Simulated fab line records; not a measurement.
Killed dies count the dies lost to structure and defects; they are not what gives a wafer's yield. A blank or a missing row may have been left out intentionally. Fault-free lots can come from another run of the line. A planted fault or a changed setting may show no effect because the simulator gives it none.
Chamber matching -- flow nand_harc -- 4 sister chambers for NHARC_A_WL_FILL_ALD_02 on ald_metal-03
The step deposits TiN, target thk 2 nm, pulse time 3 s, ald cycles 100. 4 wafers are shown with their chamber, then 10 later ones without.

## WAFERS WITH THEIR CHAMBER
wafer,chamber,heater_power_w (W)
L087.2,1,1017
L089.3,3,1083
L092.1,2,1217
L092.3,0,1248

## WAFERS MISSING THEIR CHAMBER
wafer,heater_power_w (W)
L092.6,1194
L093.3,1188
L093.4,1038
L093.5,1054
L095.2,1066
L095.3,1213
L095.5,1037
L096.3,1093
L096.5,1032
L096.6,1232

## WHICH CHAMBER EACH WENT THROUGH
wafer,from the rows above,in truth
L092.6,can't be placed: 2 or 0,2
L093.3,can't be placed: 2 or 0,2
L093.4,can't be placed: 1 or 3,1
L093.5,can't be placed: 3 or 1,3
L095.2,can't be placed: 3 or 1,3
L095.3,can't be placed: 2 or 0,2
L095.5,can't be placed: 1 or 3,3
L096.3,3,3
L096.5,can't be placed: 1 or 3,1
L096.6,can't be placed: 2 or 0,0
1 of 10 placed correctly. These rows do not allow placing 9 (true chamber among the candidates in 9). 0 placed wrongly.
How it was worked out, from the rows above alone: a wafer's distance from a chamber is the root of the sum, over the readings, of the square of ((its reading less the chamber's mean) divided by the reading's scatter). The wafer belongs to the nearest chamber; if the next one is less than 2 further off, it can't be placed. For every chamber, the mean is computed from those of its wafers that are shown. The scatter: root of mean squared gap, hidden wafer to nearest shown wafer, with one shown wafer a chamber.
